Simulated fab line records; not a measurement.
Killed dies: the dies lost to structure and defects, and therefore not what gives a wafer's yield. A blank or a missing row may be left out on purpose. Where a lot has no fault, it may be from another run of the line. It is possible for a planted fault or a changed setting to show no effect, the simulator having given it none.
A struck lot beside a sound one	flow nand-harc	15 out of 1302 route steps
Sound: these wafers, L618.1, L618.5, L618.6. Struck: wafer L623.3 (L623.2, L623.5, from the same lot, were not struck and are left out); the cause is given at the end.
Per side, at each step with rows, come the tool, then ch with its chambers, and then its first start. Under that, the readings that differ: sound wafers	struck wafers	difference of the means	sigmas: that difference in standard deviations of wafers without a fault.
alike: same words and numbers on both sides, and readings whose means sit less than 2 such deviations apart. not compared: any withheld reading, any reading some wafer has no value for, any bound like >300 that may hide the same value, and any number with overlapping values for which the record gives no deviation.
The two part at a step that has a row with sigmas, a row that says differs or no value, or rows on one side only. Numbers that don't overlap but have no deviation are shown without sigmas and don't part them. Lack of a reading on every wafer of one side parts them only where that side has two or more wafers.

first, 1 step without rows for these wafers: NHARC_A_ONON_D1_DEP_12 (target thk 1000 nm).
NHARC_A_ONON_D1_THK_MEAS_14: measures by ellipsometry.
  sound on film-metro-01 at day 8 14:13; struck on film-metro-01 at day 10 17:44
  alike: thk-nm
then, 2 steps without rows for these wafers: NHARC_A_ONON_D1_ANNEAL_15 (time 3600 s); NHARC_A_ONON_D1_DEP_16 (target thk 1000 nm).
NHARC_A_ONON_D1_THK_MEAS_18: measures by ellipsometry.
  sound on film-metro-01 at day 8 22:23; struck on film-metro-02 at day 11 03:53
reading	sound	struck	difference	sigmas
thk-nm (nm)	982 981 982	1003	+21	+2
then, no rows for these wafers at 1 step: NHARC_A_ONON_D1_DEP_19 (target thk 1000 nm).
NHARC_A_ONON_D1_THK_MEAS_21: measures by ellipsometry.
  sound on film-metro-02 at day 8 22:57; struck on film-metro-02 at day 11 04:28
  alike: thk-nm
then, no rows for these wafers at 1 step: NHARC_A_ONON_D1_DEP_22 (target thk 1000 nm).
NHARC_A_ONON_D1_THK_MEAS_24: measures by ellipsometry.
  sound on film-metro-02 at day 8 23:31; struck on film-metro-01 at day 11 05:01
  alike: thk-nm
then, no rows for these wafers at 1 step: NHARC_A_ONON_D1_DEP_25 (target thk 1000 nm).
NHARC_A_ONON_D1_THK_MEAS_27: measures by ellipsometry.
  sound on film-metro-01 at day 9 00:05; struck on film-metro-01 at day 11 05:35
  alike: thk-nm
NHARC_A_ONON_D1_DEP_28: target thk 1000 nm.
  sound on pecvd-onon-03 ch 0, day 9 00:08; struck on pecvd-onon-04 ch 0, day 11 05:42
NHARC_A_ONON_D1_THK_MEAS_30: measures by ellipsometry.
  sound on film-metro-02 at day 9 00:39; struck on film-metro-01 at day 11 06:10
reading	sound	struck	difference	sigmas
thk-nm (nm)	1002 1001 1002	564	-438	-44
NHARC_A_ONON_D1_DEP_33: deposits SiO2, target thk 200 nm.
  sound on pecvd-02 ch 0,2, day 9 00:45; struck on pecvd-01 ch 1, day 11 06:16
reading	sound	struck	difference	sigmas
chamber-pressure-Torr (Torr)	6.460 6.498 6.512	6.520	+0.030	+2
  alike: heater-power-outer-w, heater-power-w, throttle-valve-pct
-- record jumps: 16 days between struck wafers' starts before vs after; left off in module A_ONON_D1, resumes in module END, first step shown is number 1302 of the route --
NHARC_END_SORT_01:
  only the struck wafers appear in the record here, on prober-02 ch 0 at day 27 10:16; the sound ones have no rows

WHERE THEY PART
Last at NHARC_END_SORT_01 as far as this record goes, first at NHARC_A_ONON_D1_THK_MEAS_18.

WHY: whatever the simulator had introduced
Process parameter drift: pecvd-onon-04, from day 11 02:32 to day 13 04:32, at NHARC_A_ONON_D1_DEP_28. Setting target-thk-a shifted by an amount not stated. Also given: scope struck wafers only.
